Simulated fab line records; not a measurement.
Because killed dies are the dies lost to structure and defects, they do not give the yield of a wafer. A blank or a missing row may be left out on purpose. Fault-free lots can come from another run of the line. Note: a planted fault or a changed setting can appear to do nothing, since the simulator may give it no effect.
Which tool is to blame? | flow n5-finfet | Sampling: 10 lots, 30 wafers, 3 of 1938 route steps

WHAT THE GAUGES SHOWED, per wafer
N5_BEOL_M12_INSPECT_12: inspects for defects (macro). Usual: raw-defect-count at 1.9, with a standard deviation of 1.3.
lot  | measured     | on                | raw-defect-count | flag
L970 | day 10 17:50 | defect-inspect-01 | 1 2 2            |
L971 | day 11 00:29 | defect-inspect-01 | 4 3 1            |
L973 | day 11 23:41 | defect-inspect-01 | 2 3 2            |
L974 | day 12 07:53 | defect-inspect-02 | 1 2 1            |
L978 | day 12 13:51 | defect-inspect-02 | 0 2 1            |
L987 | day 14 11:35 | defect-inspect-01 | 2 5 5            |
L986 | day 14 14:22 | defect-inspect-02 | 6 3 2            |
L989 | day 14 20:30 | defect-inspect-02 | 1 0 1            |
L988 | day 15 18:45 | defect-inspect-02 | 0 1 1            |
L992 | day 16 15:13 | defect-inspect-02 | 5 2 3            |

N5_BEOL_M12_OVL_MEAS_29. Usual: M12_OVL gives -2 nm (standard deviation 4.7).
lot  | measured     | on         | M12_OVL (nm) | flag
L970 | day 10 18:43 | overlay-01 | -6 1 5       |
L971 | day 11 01:33 | overlay-01 | -2 -2 -7     |
L973 | day 12 00:46 | overlay-01 | -10 -1 -9    |
L974 | day 12 08:55 | overlay-02 | 45 44 47     | OFF
L978 | day 12 15:04 | overlay-02 | 48 46 47     | OFF
L987 | day 14 12:35 | overlay-02 | -1 -10 -7    |
L986 | day 14 15:16 | overlay-01 | -2 7 5       |
L989 | day 14 22:22 | overlay-02 | -5 -6 -8     |
L988 | day 15 19:38 | overlay-01 | -4 0 -7      |
L992 | day 16 16:14 | overlay-02 | 6 -1 5       |

EACH LOT AND THE TOOL THAT RAN IT (in order: tool; ch and the chambers of the sampled wafers; start)
lot  | N5_BEOL_M12_EXPOSE_25
L970 | krf-scanner-01 ch 0, day 10 18:31
L971 | krf-scanner-01 ch 0, day 11 01:21
L973 | krf-scanner-02 ch 0, day 12 00:34
L974 | krf-scanner-01 ch 0, day 12 08:43
L978 | krf-scanner-01 ch 0, day 12 14:53
L987 | krf-scanner-02 ch 0, day 14 12:23
L986 | krf-scanner-02 ch 0, day 14 15:03
L989 | krf-scanner-02 ch 0, day 14 22:10
L988 | krf-scanner-02 ch 0, day 15 19:27
L992 | krf-scanner-02 ch 0, day 16 16:02
- N5_BEOL_M12_EXPOSE_25: exposes mask M12.

WHAT THE TOOLS THEMSELVES READ (means of the sampled wafers that have a number; where no wafer has one, the mark that the record gives instead)
The record holds no such reading with a usual standard deviation.

THE ANSWER, worked out from the rows above alone
Rule: lot off if the mean of its wafers having a number is beyond 3 standard deviations from the usual mean. Also off: a lot with no number at a reading for which 4 or more lots have one. Where the step has rows for the other lots, those lots are counted as sound. The gauges are gone through in route order, then the tools' own readings, and for those a lot's mean is taken as printed above. The first step at which some lot is off is used, and at that step the reading that is off furthest; a lot without a number counts as furthest.
Off: at N5_BEOL_M12_OVL_MEAS_29 (M12_OVL), L974, L978.
A tool fits if, at a process step before that reading, it ran every lot that is off, and no sound lot after the first of them. The gauges at N5_BEOL_M12_OVL_MEAS_29 are tried like those tools. One fits: krf-scanner-01 at N5_BEOL_M12_EXPOSE_25. A fault onset in the window from L971 (day 11 01:21, its last sound lot) to L974 (day 12 08:43, its first lot off) fits.

WHAT HAD BEEN PUT IN BY THE SIMULATOR
Scanner matching overlay: krf-scanner-01, from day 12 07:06 on, at N5_BEOL_M12_EXPOSE_25. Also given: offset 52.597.
Lots struck among those shown: L974, L978. The rule above reached the same finding.
